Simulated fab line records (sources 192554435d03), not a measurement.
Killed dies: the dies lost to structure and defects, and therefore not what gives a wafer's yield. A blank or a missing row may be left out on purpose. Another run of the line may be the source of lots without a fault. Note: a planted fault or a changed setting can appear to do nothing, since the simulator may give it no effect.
fab line records    flow n5_finfet
record lots=7  wafers=39
route steps=1938 shown DUMMY_GATE@243 SPACER0@260 SD_EPI_N@278 SD_EPI_P@314 HKMG_FIN@438 MOL_CONTACT_COAG@613 BEOL_M4@1111
start_h: start of the lot's first displayed wafer, in hours after the record's first day    wait_h: hours from the lot's prior step to this one    " as in the row above    L1.1+2: a single row standing in for several wafers    - value missing, or start not given    * or withheld: withheld    < > ~ a bound
route shown NAME@n: a module of which the file shows steps, and the number in the route of the first    usual: mean/standard deviation of fault-free wafers    same: alike in all rows    chamber/n: place in a boat    sites: the reading at each site    _std_site: how widely they spread, as a standard deviation    _edge_site: mean of outer sites minus mean of inner sites    radius_mm: for every site, how far away it sits from the centre of the wafer    mask NAME#n: copy n    behind: tool/chamber where the wafer was last shaped    hold: the reason the lot was held/the length of the hold in hours/how it ended    device: the n, p or np transistor that did not switch    end of line: the tests these same wafers got at the end of their route    a step without rows: its recipe alone    killed: at the first sort, the dies lost to defects and structure; wafer yield is something else    map: the dies of a wafer, with x for killed, . for not killed, _ for no die there
set.NAME: the setting as run; set.NAME@STEP: as run at that earlier step    model.NAME: the simulator's own value behind a step, which no gauge read
lots with deliberately changed settings; one table per step, one row per wafer
## steps
# step N5_DUMMY_GATE_ETCH_31
# recipe chemistry=C4F6/O2  target=SiO2  mask_material=SOC  target_depth_a=825  time_s=27.5  ion_energy_ev=250  pressure_mtorr=30  source_w=345  bias_w=185  Ar_flow_sccm=300  C4F6_flow_sccm=10  O2_flow_sccm=10
# step N5_DUMMY_GATE_ETCH_32
# recipe chemistry=CF4  target=SiO2  target_depth_a=35  time_s=3.9  ion_energy_ev=350  pressure_mtorr=10  icp_w=800  bias_w=400  cf4_flow_sccm=80
# step N5_SPACER0_ALD_08
# recipe material=SiNx  target_thk_a=20  temp_c=400  ald_precursor_family=SiH2I2  ald_co_reactant=N2/H2-plasma  pressure_torr=2
# step N5_SD_EPI_N_ETCH_45
# recipe chemistry=CH3F/O2  target=SiOCN  target_depth_a=60  mask_material=SOC  ion_energy_ev=60  bias_w=29  pressure_mtorr=15  source_w=410  Ar_flow_sccm=150  CH3F_flow_sccm=30  O2_flow_sccm=20
# step N5_SD_EPI_P_SD_RECESS_17
# recipe chemistry=HBr/Cl2/O2  target_depth_a=391  bt_time_s=3  pressure_mtorr=10  icp_w=800  bias_w=112  HBr_flow_sccm=150  Cl2_flow_sccm=80  O2_flow_sccm=12
# step N5_HKMG_FIN_ETCH_35
# recipe chemistry=N2/H2  target=SOC  target_depth_a=2158  ion_energy_ev=65  bias_w=5  source_w=3000  time_s=243.4  pressure_mtorr=30  n2_flow_sccm=200  h2_flow_sccm=200
# step N5_HKMG_FIN_ALD_91
# recipe material=TiN  target_thk_a=10  temp_c=400  ald_precursor_family=TiCl4  ald_co_reactant=NH3  pulse_time_s=1  purge_time_s=3  co_reactant_purge_time_s=2  co_reactant_pulse_time_s=2  ald_cycles=47  pressure_torr=3
# step N5_MOL_CONTACT_COAG_ETCHBACK_136
# recipe chemistry=CHF3  target=SiO2  target_depth_a=250  time_s=16.7  ion_energy_ev=200  pressure_mtorr=30  source_w=610  bias_w=170  Ar_flow_sccm=200  CHF3_flow_sccm=50
# step N5_BEOL_M4_RC_MEAS_101
# usual IOFF_N_LONG=5.52e-05/2.9e-06  REXT_P=100.9/2.3  VT_N_LONG=275.1/2.2  VT_N_LVT=97.3/2.9
lot.wafer  tool       chamber  start_h  wait_h  set.target_depth_a@DUMMY_GATE_ETCH_31  set.time_s@DUMMY_GATE_ETCH_32  set.target_thk_a@SPACER0_ALD_08  set.target_depth_a@SD_EPI_N_ETCH_45  set.target_depth_a@SD_EPI_P_SD_RECESS_17  set.bias_w@HKMG_FIN_ETCH_35  set.ald_cycles@HKMG_FIN_ALD_91  set.target_depth_a@MOL_CONTACT_COAG_ETCHBACK_136  IOFF_N_LONG[nA/um]  REXT_P[ohm.um]  VT_N_LONG[mV]  VT_N_LVT[mV]
L075.1     prober-02  0        167.73   0.0     825                                    4.575                          20                               60                                   391                                       5                            50                              270.3                                             4.54e-05            100.8           282.2          101.3
L075.2     "          0        "        "       825                                    3.9                            22.29                            60                                   425.7                                     4.282                        47                              270.3                                             5.59e-05            100.3           273.4          99.9
L075.3     "          0        "        "       825                                    4.575                          22.29                            63.18                                425.7                                     4.282                        50                              250                                               4.53e-05            101.8           285.2          111.0
L075.4     "          0        "        "       898.1                                  4.575                          22.29                            63.18                                391                                       5                            50                              250                                               4.7e-05             102.0           281.0          103.4
L075.5     "          0        "        "       898.1                                  3.9                            20                               63.18                                391                                       4.282                        47                              270.3                                             5.49e-05            99.1            273.6          98.2
L075.6     "          0        "        "       898.1                                  3.9                            20                               60                                   425.7                                     5                            47                              250                                               5.6e-05             97.6            272.2          99.9
L077.1     prober-01  0        187.13   0.0     825                                    3.258                          17.95                            57.32                                391                                       5.377                        47                              250                                               6.02e-05            95.9            274.2          94.7
L077.2     "          0        "        "       866.2                                  3.258                          17.95                            60                                   391                                       5                            43                              250                                               7.69e-05            96.9            263.4          86.7
L077.3     "          0        "        "       825                                    3.9                            20                               57.32                                391                                       5                            43                              250                                               7.55e-05            100.9           262.3          90.0
L077.4     "          0        "        "       866.2                                  3.258                          20                               57.32                                391                                       5                            47                              250                                               5.74e-05            101.6           275.7          97.1
L077.5     "          0        "        "       825                                    3.9                            20                               60                                   391                                       5.377                        43                              250                                               7.68e-05            99.8            260.8          88.8
L077.6     "          0        "        "       866.2                                  3.9                            17.95                            60                                   391                                       5.377                        47                              250                                               5.78e-05            97.5            276.1          98.6
L080.1     prober-02  0        215.87   0.0     825                                    4.434                          20                               56.72                                357.9                                     5                            47                              250                                               5.21e-05            100.1           275.9          97.2
L080.2     "          0        "        "       825                                    4.434                          21.52                            56.72                                391                                       4.619                        47                              228.9                                             5.17e-05            97.8            277.0          97.6
L080.3     "          0        "        "       825                                    3.9                            21.52                            60                                   357.9                                     5                            47                              228.9                                             5.33e-05            102.8           276.9          98.4
L080.4     "          0        "        "       825                                    4.434                          20                               60                                   391                                       5                            47                              228.9                                             5.24e-05            94.2            274.3          100.9
L080.5     "          0        "        "       825                                    3.9                            21.52                            56.72                                391                                       4.619                        47                              250                                               5.25e-05            97.5            278.3          97.3
L080.6     "          0        "        "       825                                    3.9                            20                               60                                   357.9                                     4.619                        47                              250                                               5.25e-05            99.6            276.4          98.8
L083.1     prober-02  0        220.43   0.0     825                                    3.9                            20                               60                                   391                                       5                            47                              250                                               5.43e-05            101.7           277.9          103.6
L083.4     "          0        "        "       825                                    3.9                            20                               60                                   391                                       5                            47                              250                                               5.45e-05            99.5            277.5          99.1
L083.5     "          0        "        "       825                                    3.9                            20                               60                                   391                                       5                            47                              250                                               5.39e-05            101.5           276.2          96.7
L085.1     prober-02  0        224.01   0.0     825                                    3.612                          17.09                            55.86                                391                                       4.547                        47                              235.9                                             6.15e-05            100.8           270.4          92.2
L085.2     "          0        "        "       825                                    3.9                            20                               55.86                                391                                       5                            47                              235.9                                             5.91e-05            102.2           270.2          92.9
L085.3     "          0        "        "       781                                    3.9                            17.09                            60                                   391                                       5                            47                              250                                               5.97e-05            97.5            271.9          92.9
L085.4     "          0        "        "       781                                    3.612                          17.09                            60                                   391                                       4.547                        47                              250                                               5.92e-05            97.5            272.9          94.7
L085.5     "          0        "        "       781                                    3.612                          20                               55.86                                391                                       5                            47                              250                                               5.99e-05            101.7           271.6          92.9
L085.6     "          0        "        "       825                                    3.9                            20                               60                                   391                                       4.547                        47                              235.9                                             5.91e-05            102.6           273.9          90.4
L086.1     prober-02  0        244.37   0.1     902.5                                  3.461                          21.12                            65.13                                364.6                                     4.705                        47                              275.6                                             5.72e-05            110.0           273.7          97.8
L086.2     "          0        "        "       825                                    3.9                            21.12                            65.13                                364.6                                     5                            44                              250                                               6.94e-05            110.4           265.1          95.5
L086.3     "          0        "        "       902.5                                  3.461                          20                               60                                   364.6                                     5                            47                              275.6                                             5.59e-05            108.5           277.2          101.7
L086.4     "          0        "        "       825                                    3.461                          20                               65.13                                391                                       5                            44                              250                                               6.86e-05            107.2           266.3          87.2
L086.5     "          0        "        "       902.5                                  3.9                            21.12                            60                                   391                                       4.705                        44                              275.6                                             7.04e-05            107.1           265.8          90.6
L086.6     "          0        "        "       825                                    3.9                            20                               60                                   391                                       4.705                        47                              250                                               5.68e-05            107.1           274.0          101.2
L091.1     prober-01  0        271.13   0.0     877.1                                  3.31                           20                               60                                   425.3                                     5.808                        47                              271.9                                             5.42e-05            98.7            277.8          98.0
L091.2     "          0        "        "       825                                    3.31                           21.94                            55.05                                425.3                                     5.808                        47                              250                                               5.5e-05             98.5            274.8          102.2
L091.3     "          0        "        "       825                                    3.31                           20                               60                                   391                                       5                            47                              271.9                                             5.5e-05             99.0            279.4          97.7
L091.4     "          0        "        "       877.1                                  3.9                            21.94                            55.05                                391                                       5.808                        47                              271.9                                             5.49e-05            100.6           275.9          99.0
L091.5     "          0        "        "       825                                    3.9                            21.94                            60                                   391                                       5                            47                              250                                               5.58e-05            101.4           275.2          100.3
L091.6     "          0        "        "       877.1                                  3.9                            20                               55.05                                425.3                                     5                            47                              250                                               5.54e-05            97.1            275.5          99.6
## key
split step=N5_DUMMY_GATE_ETCH_31  setting=target_depth_a  stated_as=825
response none clear
split step=N5_DUMMY_GATE_ETCH_32  setting=time_s  stated_as=3.9
response none clear
split step=N5_SPACER0_ALD_08  setting=target_thk_a  stated_as=20
response step=N5_BEOL_M4_RC_MEAS_101  reading=REXT_P  slope=+0.251  per=1%  together_with=all  explained=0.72
split step=N5_SD_EPI_N_ETCH_45  setting=target_depth_a  stated_as=60
response none clear
split step=N5_SD_EPI_P_SD_RECESS_17  setting=target_depth_a  stated_as=391
response none clear
split step=N5_HKMG_FIN_ETCH_35  setting=bias_w  stated_as=5
response none clear
split step=N5_HKMG_FIN_ALD_91  setting=ald_cycles  stated_as=47
response step=N5_BEOL_M4_RC_MEAS_101  reading=IOFF_N_LONG  slope=-1.95e-06  per=1%  together_with=all  explained=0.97
response step=N5_BEOL_M4_RC_MEAS_101  reading=VT_N_LONG  slope=+1.57  per=1%  together_with=all  explained=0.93
response step=N5_BEOL_M4_RC_MEAS_101  reading=VT_N_LVT  slope=+1.12  per=1%  together_with=all  explained=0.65
split step=N5_MOL_CONTACT_COAG_ETCHBACK_136  setting=target_depth_a  stated_as=250
response none clear
